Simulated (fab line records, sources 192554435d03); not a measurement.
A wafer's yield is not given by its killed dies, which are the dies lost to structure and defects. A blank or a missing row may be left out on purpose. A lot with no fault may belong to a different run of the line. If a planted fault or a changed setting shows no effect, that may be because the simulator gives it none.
Comparing a struck lot with a sound one    flow n5-finfet    39 steps out of a route of 1938
Sound: the wafers L839.1, L839.2, L839.5. Wafers L850.3, L850.4, L850.5 were the ones struck. At the end, the cause is stated.
Each step with rows lists, per side, the tool, then ch with its chambers, then its first start. Under that, the readings that differ: sound wafers    struck wafers    difference of the means    sigmas: that difference in standard deviations of wafers without a fault.
alike: readings with means less than 2 such deviations apart, plus words and numbers identical on both sides. not compared: withheld readings, readings lacking a value on some wafer, bounds such as >300 that could conceal the same value, and numbers that have no deviation in the record and whose values overlap.
Wherever a step has rows on one side only, a row that says differs or no value, or a row with sigmas, the two part there. Numbers that don't overlap but have no deviation are shown without sigmas and don't part them. A reading missing from all wafers of one side parts the sides only when that side holds two or more wafers.

first, 11 steps without rows for these wafers: N5_BEOL_M15_ETCH_38 (etches SiCN in CF4/N2, target depth 106.4 nm, time 120.5 s); N5_BEOL_M15_PRECLEAN_39 (cleans in residue remover, time 60 s); N5_BEOL_M15_SRD_40 (time 30 s, dry time 30 s); N5_BEOL_M15_DEGAS_41 (time 60 s); N5_BEOL_M15_PRE_CLEAN_42 (time 30 s); N5_BEOL_M15_SPUTTER_43 (material TaN, target thk 15 nm, time 24.19 s); N5_BEOL_M15_SPUTTER_44 (material Ta, target thk 15 nm, time 24.19 s); N5_BEOL_M15_SPUTTER_45 (material Cu, target thk 100 nm, time 16.67 s); N5_BEOL_M15_ECD_47 (material Cu, target thk 1860 nm); N5_BEOL_M15_ANNEAL_48 (time 90 s); N5_BEOL_M15_CMP_49 (polishes, stops on SiO2, t overpolish 4.9 s, target thk 850 nm).
N5_BEOL_M15_PRE_CLEAN_52: time 15 s.
  sound on pecvd-01 ch 0,2, day 14 17:42; struck on pecvd-01 ch 0,1,2, day 18 01:13
then, 1 step without rows for these wafers: N5_BEOL_M15_DEP_53 (deposits SiCN from 3MS/NH3, target thk 50 nm, time 17.8 s).
N5_BEOL_M15_INSPECT_55: inspects for defects (darkfield).
  sound on defect-inspect-02, day 14 17:49; struck on defect-inspect-02, day 18 01:20
reading           sound     struck       difference  sigmas
raw-defect-count  94 71 50  418 409 384  +332        +13
then, 16 steps without rows for these wafers: N5_PASSIVATION_PECVD_00 (deposits SiO2 from SiH4/N2O, target thk 200 nm, time 11.2 s); N5_MIM_BOT_DEGAS_01 (time 60 s); N5_MIM_BOT_SPUTTER_00 (material TiN, target thk 35 nm, time 89.7 s); N5_MIM_TOP_ALD_00 (deposits Al2O3, purge time 3 s, co reactant pulse time 3 s); N5_MIM_TOP_ALD_01 (deposits HfO2, target thk 5.6 nm, pulse time 1 s, purge time 3 s); N5_MIM_TOP_ALD_02 (deposits Al2O3, purge time 3 s, co reactant pulse time 3 s); N5_MIM_TOP_DEGAS_04 (time 60 s); N5_MIM_TOP_SPUTTER_03 (material TiN, target thk 35 nm, time 89.7 s); N5_MIM_TOP_LITHO_HMDS_01 (time 60 s); N5_MIM_TOP_LITHO_COAT_02; N5_MIM_TOP_LITHO_EBR_04; N5_MIM_TOP_LITHO_SOFTBAKE_03 (time 90 s); N5_MIM_TOP_LITHO_EXPOSE_05 (exposes mask MIM TOP, target cd 2000 nm); N5_MIM_TOP_LITHO_PEB_06; N5_MIM_TOP_LITHO_DEVELOP_07 (develop time 60 s); N5_MIM_TOP_LITHO_HARDBAKE_09 (time 120 s).
N5_MIM_TOP_LITHO_INSPECT_12: inspects for defects (macro).
  sound on defect-inspect-01, day 14 22:28; struck on defect-inspect-02, day 18 04:36
reading           sound  struck         difference  sigmas
raw-defect-count  2 3 3  >300 >300 292  differs     
then, 6 steps without rows for these wafers: N5_MIM_TOP_LITHO_DESCUM_10 (chemistry O2, time 7.9 s); N5_MIM_TOP_ETCH_ETCH_00 (etches TiN in Cl2/BCl3, target depth 38.5 nm); N5_MIM_TOP_ETCH_STRIP_01 (strips in O2); N5_MIM_TOP_ETCH_PECVD_03 (deposits SiNx from SiH4/NH3/N2, target thk 20 nm, time 17.6 s); N5_MIM_BOT_LITHO_HMDS_01 (time 60 s); N5_MIM_BOT_LITHO_COAT_02.
N5_MIM_BOT_LITHO_INSPECT_12: inspects for defects (macro).
  sound on defect-inspect-02, day 14 23:14; struck on defect-inspect-01, day 18 06:07
reading           sound  struck        difference  sigmas
raw-defect-count  2 1 2  >300 298 299  differs     
N5_PASSIVATION_PROBE_49:
  record: rows for the struck wafers here (prober-01, day 18 14:07), none for the sound ones

== WHERE THEY PART ==
Earliest at N5_BEOL_M15_INSPECT_55; latest, in this record, at N5_PASSIVATION_PROBE_49.

WHY: what the simulator had put in
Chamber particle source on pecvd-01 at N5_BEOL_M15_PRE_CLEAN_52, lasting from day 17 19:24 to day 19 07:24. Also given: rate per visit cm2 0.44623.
